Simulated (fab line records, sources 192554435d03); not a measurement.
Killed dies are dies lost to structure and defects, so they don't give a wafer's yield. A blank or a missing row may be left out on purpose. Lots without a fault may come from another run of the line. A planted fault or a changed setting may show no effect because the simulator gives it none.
Chamber matching | flow n5_finfet | N5_BEOL_M0_DEP_125 on pecvd-04: 3 sister chambers
The step deposits SiCN from 3MS/NH3, target thk 8 nm, time 14 s. 16 wafers are shown with their chamber, then 8 later ones without.

WAFERS WITH THEIR CHAMBER
wafer  | chamber | throttle_valve_pct (%) | showerhead_plenum_p_Torr (Torr)
L076.2 | 0       | 9.8                    | 3.675
L076.4 | 0       | 10.1                   | 3.672
L076.5 | 1       | 8.5                    | 3.640
L080.1 | 0       | 9.8                    | 3.689
L080.3 | 1       | 8.6                    | 3.642
L080.4 | 2       | 8.7                    | 3.690
L082.1 | 1       | 8.6                    | 3.635
L082.3 | 2       | 8.5                    | 3.678
L082.4 | 2       | 8.4                    | 3.679
L081.1 | 2       | 8.5                    | 3.685
L081.2 | 1       | 8.4                    | 3.631
L081.5 | 0       | 10.0                   | 3.665
L083.1 | 2       | 8.0                    | 3.684
L083.3 | 1       | 8.6                    | 3.645
L083.6 | 0       | 9.9                    | 3.677
L086.1 | 1       | 8.6                    | 3.642

SIGNATURES (means of the wafers above)
reading                  | chamber 0 | chamber 1 | chamber 2 | scatter within a chamber
throttle_valve_pct       | 9.920     | 8.550     | 8.420     | 0.169
showerhead_plenum_p_Torr | 3.67560   | 3.63917   | 3.68320   | 0.00643
Rule: a wafer's distance from a chamber is the root of the sum, over the readings, of the square of ((its reading less the chamber's mean) divided by the reading's scatter). The wafer belongs to the nearest chamber; if the next one is less than 2 further off, it can't be placed. The scatter: the root of (the sum of the squares of (reading less its chamber's mean) over the shown wafers, divided by (wafers less chambers)).

WAFERS WITHOUT THEIR CHAMBER
wafer  | throttle_valve_pct (%) | showerhead_plenum_p_Torr (Torr)
L086.2 | 10.0                   | 3.673
L086.6 | 8.6                    | 3.640
L094.1 | 8.8                    | 3.642
L094.3 | 9.8                    | 3.673
L094.4 | 8.4                    | 3.682
L096.1 | 8.7                    | 3.678
L096.5 | 8.4                    | 3.675
L096.6 | 10.0                   | 3.666

WHICH CHAMBER EACH WENT THROUGH
wafer  | from the rows above | in truth
L086.2 | 0                   | 0
L086.6 | 1                   | 1
L094.1 | 1                   | 1
L094.3 | 0                   | 0
L094.4 | 2                   | 2
L096.1 | 2                   | 2
L096.5 | 2                   | 2
L096.6 | 0                   | 0
Placed correctly: 8 of 8. Can't be placed from these rows: 0. Placed wrongly: 0.
